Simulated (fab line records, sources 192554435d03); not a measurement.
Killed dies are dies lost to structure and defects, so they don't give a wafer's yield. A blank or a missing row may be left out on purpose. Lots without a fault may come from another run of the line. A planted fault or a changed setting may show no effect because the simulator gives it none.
Split-lot experiment | flow n5_finfet | 7 lots, 39 wafers read, on a route of 1938 steps

THE SPLIT
At N5_BEOL_M12_SPUTTER_43 (material TaN, target thk 15 nm, time 24.19 s), the setting target_thk_a was moved away from the recipe's 150 angstrom on 15 of the 39 wafers read, by -54.3% to +51.0%. The other wafers ran this setting at the recipe's value.

FROM THE SPLIT TO THE READING: what the file shows between them, 4 steps
- N5_BEOL_M12_SPUTTER_44: material Ta, target thk 10 nm, time 16.13 s
- N5_BEOL_M12_SPUTTER_45: material Cu, target thk 80 nm, time 13.33 s
- N5_BEOL_M12_ECD_47: material Cu, target thk 720 nm
- N5_BEOL_M12_ANNEAL_48: time 90 s

THE READING
barrier_field_endpoint_s, in s, at N5_BEOL_M12_CMP_49 (polishes, stops on SiOC, t overpolish 20.6 s, target thk 320 nm). Fault-free wafers of this fab line usually give 30.1 s, standard deviation 0.73 s.

wafer  | tool, chamber at the split | target_thk_a as run, angstrom | against the recipe | barrier_field_endpoint_s, s | against lot-mates on the recipe
L074.1 | pvd_sputter-02, -          | 173.5                         | +15.7%             | 32.2                        | +1.2
L074.3 | pvd_sputter-02, -          | 150                           | recipe             | 30.9                        | -
L074.4 | pvd_sputter-02, -          | 150                           | recipe             | 31.1                        | -
L074.2 | pvd_sputter-02, -          | 173.5                         | +15.7%             | 34.0                        | +3.0
L074.6 | pvd_sputter-02, -          | 173.5                         | +15.7%             | 32.8                        | +1.8
L074.5 | pvd_sputter-02, -          | 150                           | recipe             | 31.0                        | -
L077.3 | pvd_sputter-02, -          | 150                           | recipe             | 30.6                        | -
L077.4 | pvd_sputter-02, -          | 150                           | recipe             | 30.9                        | -
L077.2 | pvd_sputter-02, -          | 150                           | recipe             | 29.4                        | -
L077.1 | pvd_sputter-02, -          | 150                           | recipe             | 31.0                        | -
L077.5 | pvd_sputter-02, -          | 150                           | recipe             | 31.2                        | -
L077.6 | pvd_sputter-02, -          | 150                           | recipe             | 30.5                        | -
L080.4 | pvd_sputter-03, -          | 68.48                         | -54.3%             | 20.1                        | -9.6
L080.1 | pvd_sputter-03, -          | 150                           | recipe             | 30.5                        | -
L080.3 | pvd_sputter-03, -          | 68.48                         | -54.3%             | 20.3                        | -9.4
L080.2 | pvd_sputter-03, -          | 150                           | recipe             | 29.4                        | -
L080.5 | pvd_sputter-03, -          | 68.48                         | -54.3%             | 20.4                        | -9.3
L080.6 | pvd_sputter-03, -          | 150                           | recipe             | 29.2                        | -
L088.1 | pvd_sputter-01, -          | 150                           | recipe             | 29.2                        | -
L088.4 | pvd_sputter-01, -          | 150                           | recipe             | 30.0                        | -
L088.2 | pvd_sputter-01, -          | 106.9                         | -28.7%             | 24.6                        | -5.1
L088.3 | pvd_sputter-01, -          | 150                           | recipe             | 29.8                        | -
L088.6 | pvd_sputter-01, -          | 106.9                         | -28.7%             | 24.7                        | -5.0
L088.5 | pvd_sputter-01, -          | 106.9                         | -28.7%             | 24.1                        | -5.6
L089.4 | pvd_sputter-03, -          | 150                           | recipe             | 30.0                        | -
L089.1 | pvd_sputter-03, -          | 150                           | recipe             | 31.0                        | -
L089.2 | pvd_sputter-03, -          | 150                           | recipe             | 30.0                        | -
L092.4 | pvd_sputter-02, -          | 150                           | recipe             | 29.1                        | -
L092.3 | pvd_sputter-02, -          | 226.5                         | +51.0%             | 38.8                        | +9.3
L092.1 | pvd_sputter-02, -          | 150                           | recipe             | 29.8                        | -
L092.2 | pvd_sputter-02, -          | 150                           | recipe             | 29.7                        | -
L092.5 | pvd_sputter-02, -          | 226.5                         | +51.0%             | 38.6                        | +9.1
L092.6 | pvd_sputter-02, -          | 226.5                         | +51.0%             | 40.0                        | +10.5
L095.3 | pvd_sputter-03, -          | 150                           | recipe             | 30.4                        | -
L095.4 | pvd_sputter-03, -          | 150                           | recipe             | 29.6                        | -
L095.1 | pvd_sputter-03, -          | 150                           | recipe             | 30.7                        | -
L095.2 | pvd_sputter-03, -          | 226.2                         | +50.8%             | 39.7                        | +9.5
L095.6 | pvd_sputter-03, -          | 226.2                         | +50.8%             | 39.9                        | +9.7
L095.5 | pvd_sputter-03, -          | 226.2                         | +50.8%             | 38.7                        | +8.5

THE FIT
A straight line over all 39 wafers: barrier_field_endpoint_s changes by +0.182 s for each +1% of target_thk_a; r = +0.99; the points scatter about the line by 0.65 s.
The same after taking each lot's own level away (the mean of its wafers on the recipe; 39 wafers): +0.179 s for each +1%; r = +0.99; scatter 0.57 s.
On that fit, the largest move of target_thk_a shifts the reading by 9.7 s.
The lots' own levels span 29.53 to 31.00 s, that is 2.0 times the standard deviation above.
So the lot-to-lot level changes the slope little: the two slopes agree.
Check: with one of the wafers moved furthest among these (-54.3%) left out of the fit, the line predicts -9.77 s for it against its lot-mates. It came out at -9.6 s against them.

OTHER SPLITS ON THESE WAFERS
These wafers also went through other splits before the reading. Each is held against what the fit with the lots' levels taken away leaves over:
other split on the same wafers      | wafers away from the commonest value | r with barrier_field_endpoint_s (lot level and that fit taken away)
N5_BEOL_M6_ILD_DEP_00 time_s        | 15                                   | -0.10
N5_BEOL_M10_ILD_DEP_00 target_thk_a | 15                                   | -0.04

THE WHOLE CHAIN: every reading that the file lists as answering this split, in the file's order
step                   | what it does                                                    | reading                                                                            | change (the file's fit)              | r (the file's)
N5_BEOL_M12_SPUTTER_43 | material TaN, target thk 15 nm, time 24.19 s                    | TaN_of_BEOL_M12_SPUTTER_43.thk_nm (the simulator's own value, which no gauge read) | +0.15 nm for each +1% of the setting | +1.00
N5_BEOL_M12_CMP_49     | polishes, stops on SiOC, t overpolish 20.6 s, target thk 320 nm | barrier_field_endpoint_s                                                           | +0.179 s for each +1% of the setting | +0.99

THE FILE'S OWN FIT
barrier_field_endpoint_s changes by +0.179 s for each +1% of target_thk_a, r = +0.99.
